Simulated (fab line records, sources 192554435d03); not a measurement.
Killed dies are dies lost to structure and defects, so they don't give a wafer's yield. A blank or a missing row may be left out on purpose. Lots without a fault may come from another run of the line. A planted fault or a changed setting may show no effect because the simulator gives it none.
Split-lot experiment | flow n5_finfet | 7 lots, 39 wafers read, on a route of 1938 steps

THE SPLIT
At N5_BEOL_M1_HM_DEP_02 (deposits TiN, target thk 20 nm), the setting target_thk_a was moved away from the recipe's 200 angstrom on 9 of the 39 wafers read, by -25.7% to +47.7%. The other wafers ran this setting at the recipe's value.

FROM THE SPLIT TO THE READING: what the file shows between them, 4 steps
- N5_BEOL_M1_COAT_61: time 60 s, resist thk 60 nm
- N5_BEOL_M1_COAT_62: time 60 s, resist thk 12 nm
- N5_BEOL_M1_STRIP_75: strips in N2/H2
- N5_BEOL_M1_STRIP_66: strips in CF4

THE READING
etch.depth_nm (the simulator's own value, which no gauge read), in nm, at N5_BEOL_M1_HM_OPEN_17 (chemistry Cl2/BCl3, target TiN, target depth 20 nm, overetch 6 nm). The file gives no usual value for it. The 30 wafers here that ran the recipe average 19.99 nm, standard deviation 0.21 nm.

wafer  | tool, chamber at the split | target_thk_a as run, angstrom | against the recipe | etch.depth_nm, nm | against lot-mates on the recipe
L080.1 | pvd_sputter-01, -          | 148.5                         | -25.7%             | 14.33             | -5.43
L080.2 | pvd_sputter-01, -          | 200                           | recipe             | 20.18             | -
L080.3 | pvd_sputter-01, -          | 200                           | recipe             | 19.58             | -
L080.4 | pvd_sputter-01, -          | 200                           | recipe             | 19.51             | -
L080.5 | pvd_sputter-01, -          | 148.5                         | -25.7%             | 14.39             | -5.37
L080.6 | pvd_sputter-01, -          | 148.5                         | -25.7%             | 14.46             | -5.30
L083.1 | pvd_sputter-03, -          | 200                           | recipe             | 19.84             | -
L083.2 | pvd_sputter-03, -          | 200                           | recipe             | 19.99             | -
L083.3 | pvd_sputter-03, -          | 200                           | recipe             | 20.19             | -
L083.4 | pvd_sputter-03, -          | 200                           | recipe             | 19.98             | -
L083.5 | pvd_sputter-03, -          | 200                           | recipe             | 20                | -
L083.6 | pvd_sputter-03, -          | 200                           | recipe             | 20.13             | -
L089.1 | pvd_sputter-03, -          | 200                           | recipe             | 20.11             | -
L089.2 | pvd_sputter-03, -          | 295.4                         | +47.7%             | 26.67             | +6.69
L089.3 | pvd_sputter-03, -          | 295.4                         | +47.7%             | 26.77             | +6.79
L089.4 | pvd_sputter-03, -          | 200                           | recipe             | 19.87             | -
L089.5 | pvd_sputter-03, -          | 200                           | recipe             | 19.95             | -
L089.6 | pvd_sputter-03, -          | 295.4                         | +47.7%             | 26.69             | +6.71
L090.1 | pvd_sputter-03, -          | 265.3                         | +32.6%             | 24.4              | +4.41
L090.3 | pvd_sputter-03, -          | 265.3                         | +32.6%             | 24.4              | +4.41
L090.2 | pvd_sputter-03, -          | 200                           | recipe             | 20.08             | -
L090.4 | pvd_sputter-03, -          | 200                           | recipe             | 19.76             | -
L090.5 | pvd_sputter-03, -          | 200                           | recipe             | 20.12             | -
L090.6 | pvd_sputter-03, -          | 265.3                         | +32.6%             | 26.66             | +6.67
L092.3 | pvd_sputter-01, -          | 200                           | recipe             | 19.99             | -
L092.4 | pvd_sputter-01, -          | 200                           | recipe             | 19.85             | -
L092.5 | pvd_sputter-01, -          | 200                           | recipe             | 20.13             | -
L094.1 | pvd_sputter-02, -          | 200                           | recipe             | 19.76             | -
L094.2 | pvd_sputter-02, -          | 200                           | recipe             | 20.05             | -
L094.3 | pvd_sputter-02, -          | 200                           | recipe             | 19.93             | -
L094.4 | pvd_sputter-02, -          | 200                           | recipe             | 20.41             | -
L094.5 | pvd_sputter-02, -          | 200                           | recipe             | 20.31             | -
L094.6 | pvd_sputter-02, -          | 200                           | recipe             | 20.17             | -
L097.1 | pvd_sputter-03, -          | 200                           | recipe             | 19.75             | -
L097.2 | pvd_sputter-03, -          | 200                           | recipe             | 20.06             | -
L097.3 | pvd_sputter-03, -          | 200                           | recipe             | 19.77             | -
L097.4 | pvd_sputter-03, -          | 200                           | recipe             | 20.33             | -
L097.5 | pvd_sputter-03, -          | 200                           | recipe             | 20.14             | -
L097.6 | pvd_sputter-03, -          | 200                           | recipe             | 19.82             | -

THE FIT
A straight line over all 39 wafers: etch.depth_nm changes by +0.161 nm for each +1% of target_thk_a; r = +0.98; the points scatter about the line by 0.58 nm.
The same after taking each lot's own level away (the mean of its wafers on the recipe; 39 wafers): +0.159 nm for each +1%; r = +0.98; scatter 0.53 nm.
On that fit, the largest move of target_thk_a shifts the reading by 7.6 nm.
The lots' own levels span 19.757 to 20.105 nm, that is 1.7 times the standard deviation above.
So the lot-to-lot level changes the slope little: the two slopes agree.
Check: with one of the wafers moved furthest among these (+47.7%) left out of the fit, the line predicts +7.6 nm for it against its lot-mates. It came out at +6.69 nm against them.

OTHER SPLITS ON THESE WAFERS
These wafers also went through other splits before the reading. Each is held against what the fit with the lots' levels taken away leaves over:
other split on the same wafers                 | wafers away from the commonest value | r with etch.depth_nm (lot level and that fit taken away)
N5_ZERO_LAYER_DEVELOP_10 develop_time_s        | 12                                   | -0.04
N5_PMOS_HMC_CHANNEL_EPI_ETCH_38 target_depth_a | 18                                   | +0.09
N5_SDB_ALD_29 ald_cycles                       | 15                                   | -0.04
N5_MOL_CONTACT_COAG_VIA_ETCH_46 target_depth_a | 12                                   | -0.13

THE WHOLE CHAIN: every reading that the file lists as answering this split, in the file's order
step                  | what it does                                                      | reading                                                                          | change (the file's fit)               | r (the file's)
N5_BEOL_M1_HM_DEP_02  | deposits TiN, target thk 20 nm                                    | TiN_of_BEOL_M1_HM_DEP_02.thk_nm (the simulator's own value, which no gauge read) | +0.201 nm for each +1% of the setting | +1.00
N5_BEOL_M1_HM_OPEN_17 | chemistry Cl2/BCl3, target TiN, target depth 20 nm, overetch 6 nm | etch.depth_nm (the simulator's own value, which no gauge read)                   | +0.157 nm for each +1% of the setting | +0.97

THE FILE'S OWN FIT
etch.depth_nm changes by +0.157 nm for each +1% of target_thk_a, r = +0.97.
